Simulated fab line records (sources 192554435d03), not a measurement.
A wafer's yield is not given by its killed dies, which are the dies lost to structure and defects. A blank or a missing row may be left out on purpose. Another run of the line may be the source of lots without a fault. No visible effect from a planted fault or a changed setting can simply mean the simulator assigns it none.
Struck lot and sound lot, side by side / flow n5-finfet / 22 steps out of a route of 1938
Sound: the wafers L901.2, L901.4, L901.6. Struck: wafers L910.3, L910.5, L910.6. Last of all comes the cause.
For every step that has rows: the tool of each side, followed by ch and its chambers, followed by its first start. Under that, the readings that differ: sound wafers / struck wafers / difference of the means / sigmas: that difference in standard deviations of wafers without a fault.
alike: readings with means less than 2 such deviations apart, plus words and numbers identical on both sides. not compared: withheld readings, readings lacking a value on some wafer, bounds such as >300 that could conceal the same value, and numbers that have no deviation in the record and whose values overlap.
The two part at a step that has a row with sigmas, a row that says differs or no value, or rows on one side only. Non-overlapping numbers with no deviation appear without sigmas and do not part them. A reading missing from all wafers of one side parts the sides only when that side holds two or more wafers.

N5_WELL_APT_CD_MEAS_08: target cd 200 nm.
  sound on cd-sem-03 ch 0, day 4 07:53; struck on cd-sem-02 ch 0, day 6 14:05
  alike: cd-nm
N5_WELL_APT_OVL_MEAS_09:
  sound on overlay-01 ch 0, day 4 07:55; struck on overlay-02 ch 0, day 6 14:07
reading=NWELL_OVL (nm); sound=5 9 1; struck=-9 -12 -17; difference=-18; sigmas=-3
N5_WELL_APT_INSPECT_10: inspects for defects (macro).
  struck on defect-inspect-02, day 6 14:08; sound on defect-inspect-01, day 4 07:57
  alike: raw-defect-count
N5_WELL_APT_DESCUM_13: chemistry O2, time 7.9 s.
  sound on rie-diel-02 ch 0,3, day 4 08:16; struck on rie-diel-05 ch 0,1, day 6 14:20
  alike: drypump-motor-current-A, oes-product-au, rf-vpp-V, showerhead-plenum-p-Torr, throttle-valve-pct
  not compared: rf-hours-counter-h
then, 8 steps without rows for these wafers: N5_WELL_APT_IMPLANT_14; N5_WELL_APT_IMPLANT_15; N5_WELL_APT_STRIP_16 (strips in SPM, time 900 s); N5_WELL_APT_HMDS_18 (time 60 s); N5_WELL_APT_COAT_19 (resist thk 950 nm); N5_WELL_APT_EBR_21; N5_WELL_APT_SOFTBAKE_20 (time 60 s); N5_WELL_APT_EXPOSE_22 (exposes mask PWELL, defocus 0 nm, target cd 200 nm).
N5_WELL_APT_PEB_23: peb time 90 s.
  sound on litho-track-03 ch 0, day 4 09:26; struck on litho-track-03 ch 0, day 6 15:29
reading=plate-temp-C (C); sound=130.12 129.95 129.85; struck=128.63 128.67 128.90; difference=-1.24; sigmas=-8
then, 2 steps without rows for these wafers: N5_WELL_APT_DEVELOP_24 (develop time 45 s); N5_WELL_APT_HARDBAKE_29 (time 120 s).
N5_WELL_APT_CD_MEAS_25: target cd 200 nm.
  sound on cd-sem-02 ch 0, day 4 09:33; struck on cd-sem-03 ch 0, day 6 15:37
reading=cd-nm (nm); sound=197.7 196.6 200.0; struck=191.6 193.9 194.4; difference=-4.8; sigmas=-2
N5_WELL_APT_OVL_MEAS_26:
  sound on overlay-02 ch 0, day 4 09:35; struck on overlay-02 ch 0, day 6 15:38
  alike: PWELL_OVL
N5_WELL_APT_INSPECT_27: inspects for defects (macro).
  struck on defect-inspect-01, day 6 15:40; sound on defect-inspect-01, day 4 09:36
  alike: raw-defect-count
N5_WELL_APT_DESCUM_30: chemistry O2, time 7.9 s.
  sound on rie-diel-02 ch 2,3, day 4 09:38; struck on rie-diel-02 ch 0,1,2, day 6 15:42
reading=model.WELL_APT.cd-nm (nm); sound=197.7 196.5 200.1; struck=191.8 194 194.4; difference=-4.7; sigmas=
  alike: drypump-motor-current-A, oes-product-au, rf-vpp-V, showerhead-plenum-p-Torr, throttle-valve-pct
  not compared: rf-hours-counter-h
next, for these wafers, 1 step has no rows: N5_WELL_APT_IMPLANT_31.
-- record jumps: 6 days separate the struck wafers' starts on either side; left off in module WELL_APT, taken up again in module BEOL_M4, whose first shown step is the route's number 1111 --
N5_BEOL_M4_RC_MEAS_101:
  sound on prober-02 ch 0, day 10 22:55; struck on prober-02 ch 0, day 12 18:52
reading=IOFF_P (nA/um); sound=0.16 0.18 0.18; struck=0.20 0.22 0.34; difference=+0.08; sigmas=+2
  alike: DIBL_N, DIBL_P, IOFF_N, ION_N, ION_P, SS_N, SS_P, VT_N, VT_P
-- the record jumps here: 4 days lie between the struck wafers' starts before and after (it left off in module BEOL_M4 and takes up again in module PASSIVATION, whose first step shown is number 1936 of the route) --
N5_PASSIVATION_PROBE_49:
  struck on prober-02, day 17 00:05; sound on prober-01, day 14 21:52
reading=sort_bin_4_leakage (%); sound=0 0 0; struck=0 0 0.17; difference=+0; sigmas=+4
  alike: defect-limited-yield, killed_at_M0_to_M3, killed_at_M4_up, killed-at-contacts, killed-at-front-end, killed-at-other, killed-dies, killed-open, killed-short, sort_bin_5_function, sort_bin_6_memory, sort-n-pass, sort-yield-pct

WHERE THEY PART
First at N5_WELL_APT_OVL_MEAS_09; last, within this record, at N5_PASSIVATION_PROBE_49.

WHY: the cause the simulator had injected
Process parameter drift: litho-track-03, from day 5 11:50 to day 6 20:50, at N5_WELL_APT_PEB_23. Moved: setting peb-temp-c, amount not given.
